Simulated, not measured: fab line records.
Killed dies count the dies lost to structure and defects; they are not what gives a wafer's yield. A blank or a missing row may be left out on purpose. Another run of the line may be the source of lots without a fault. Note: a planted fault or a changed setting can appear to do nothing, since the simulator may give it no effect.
Shared-tool check | flow n5 finfet | Sample size 9 lots and 26 wafers

## WHY THIS WAS OPENED
At N5_DUMMY_GATE_THK_MEAS_05 the reading thk nm is flagged on 3 of 9 lots. Wafers without a fault read 72.4 nm, standard deviation 1.2.
Rule: a lot gets a flag if all its wafers with a number sit over 4 standard deviations from that mean, or if no wafer of it has a number. The rest of the lots are taken to be sound.

lot  | measured    | on            | thk nm (nm), wafer by wafer | flag
L287 | day 3 06:35 | film metro-01 | 70.7 73.0 72.3              |
L289 | day 3 19:25 | film metro-01 | 2.1 2.0 2.0                 | FLAGGED
L290 | day 4 01:52 | film metro-02 | 2.0 2.0 2.0                 | FLAGGED
L291 | day 4 08:01 | film metro-02 | 2.0 2.0 2.0                 | FLAGGED
L297 | day 5 18:18 | film metro-02 | 73.2 71.0 71.9              |
L298 | day 5 23:48 | film metro-01 | 74.2 72.7 73.1              |
L306 | day 7 23:32 | film metro-01 | 71.2 72.6 72.1              |
L307 | day 8 10:10 | film metro-02 | 70.6 70.7 72.2              |
L308 | day 8 16:29 | film metro-02 | 72.4 74.7                   |
Average over the flagged lots: 2.0 nm; offset from the usual -70.4 nm, equal to -59 standard deviations.

## WHICH TOOL RAN EACH LOT
3 process steps preceding the reading are held in the record, out of 1938 steps in the route. Every cell lists first the tool, next ch and the chambers used by the sampled wafers, and last the start.
lot  | flag    | N5_FIN_CUT_STRIP_24               | N5_STI_FIN_REVEAL_OXIDATION_33      | N5_DUMMY_GATE_CVD_03
L287 |         | rie diel-01 ch 0,1, day 2 16:35   | plasma asher-01 ch 0,1, day 3 02:07 | lpcvd-01 ch 1/40,1/50,1/59, day 3 02:36
L289 | FLAGGED | rie diel-02 ch 1,2,3, day 3 03:17 | plasma asher-01 ch 0,1, day 3 12:57 | lpcvd-01 ch 1/40,1/50,1/64, day 3 13:31
L290 | FLAGGED | rie diel-02 ch 1,2, day 3 08:56   | plasma asher-01 ch 1, day 3 19:34   | lpcvd-01 ch 0/65,0/75,0/89, day 3 20:03
L291 | FLAGGED | rie diel-02 ch 0,2,3, day 3 15:26 | plasma asher-02 ch 0,1, day 4 01:43 | lpcvd-01 ch 1/65,1/75,1/84, day 4 02:12
L297 |         | rie diel-01 ch 0,1, day 5 03:37   | plasma asher-02 ch 0,1, day 5 13:43 | lpcvd-02 ch 1/65,1/75,1/79, day 5 14:13
L298 |         | rie diel-02 ch 0,1,2, day 5 09:04 | plasma asher-01 ch 1, day 5 18:41   | lpcvd-02 ch 1/15,1/25,1/39, day 5 19:36
L306 |         | rie diel-02 ch 1,2,3, day 7 09:16 | plasma asher-01 ch 0,1, day 7 18:17 | lpcvd-01 ch 1/40,1/50,1/54, day 7 19:32
L307 |         | rie diel-02 ch 1,2,3, day 7 17:40 | plasma asher-01 ch 0,1, day 8 03:31 | lpcvd-01 ch 1/40,1/50,1/54, day 8 04:22
L308 |         | rie diel-02 ch 2,3, day 7 22:29   | plasma asher-02 ch 0,1, day 8 10:13 | lpcvd-01 ch 0/59,0/64, day 8 10:40
What these steps do:
- N5_FIN_CUT_STRIP_24: strips in CF4.
- N5_STI_FIN_REVEAL_OXIDATION_33: chemistry O2 PLASMA REMOTE, time 20 s.
- N5_DUMMY_GATE_CVD_03: deposits a-Si from SiH4, target thk 150 nm, time 8042 s.
- N5_DUMMY_GATE_THK_MEAS_05

## FLAGGED AGAINST TOTAL, ONE TOOL AT A TIME (gauges that did the reading follow at the end)
step                           | tool            | lots run | flagged | share of the flagged lots | sound lots run after its first flagged lot
N5_FIN_CUT_STRIP_24            | rie diel-01     | 2        | 0       | none                      | -
N5_FIN_CUT_STRIP_24            | rie diel-02     | 7        | 3       | all                       | 4 (L298,L306,L307,L308)
N5_STI_FIN_REVEAL_OXIDATION_33 | plasma asher-01 | 6        | 2       | some                      | 3 (L298,L306,L307)
N5_STI_FIN_REVEAL_OXIDATION_33 | plasma asher-02 | 3        | 1       | some                      | 2 (L297,L308)
N5_DUMMY_GATE_CVD_03           | lpcvd-01        | 7        | 3       | all                       | 3 (L306,L307,L308)
N5_DUMMY_GATE_CVD_03           | lpcvd-02        | 2        | 0       | none                      | -
N5_DUMMY_GATE_THK_MEAS_05      | film metro-01   | 4        | 1       | some                      | 2 (L298,L306)
N5_DUMMY_GATE_THK_MEAS_05      | film metro-02   | 5        | 2       | some                      | 3 (L297,L307,L308)

## WHAT IS ALLOWED BY THE TABLE
Every flagged lot went through 2 rows of the table: rie diel-02 at N5_FIN_CUT_STRIP_24 and lpcvd-01 at N5_DUMMY_GATE_CVD_03.
- rie diel-02 at N5_FIN_CUT_STRIP_24 ran 7 lots, 3 of them flagged. After the first flagged lot (L298, L306, L307, L308), sound lots still ran on it; a lasting fault on the whole tool would not permit that.
- lpcvd-01 at N5_DUMMY_GATE_CVD_03 ran 7 lots, 3 of them flagged. After the first flagged lot (L306, L307, L308), sound lots still ran on it; a lasting fault on the whole tool would not permit that. On the flagged lots its readings are blank where sound lots have values: spike tc bottom C, spike tc centre C, spike tc top C, susceptor temp C and 1 more.
There is no row in the table that ran each flagged lot and no sound lot after the first.

## WHAT WAS PUT IN BY THE SIMULATOR
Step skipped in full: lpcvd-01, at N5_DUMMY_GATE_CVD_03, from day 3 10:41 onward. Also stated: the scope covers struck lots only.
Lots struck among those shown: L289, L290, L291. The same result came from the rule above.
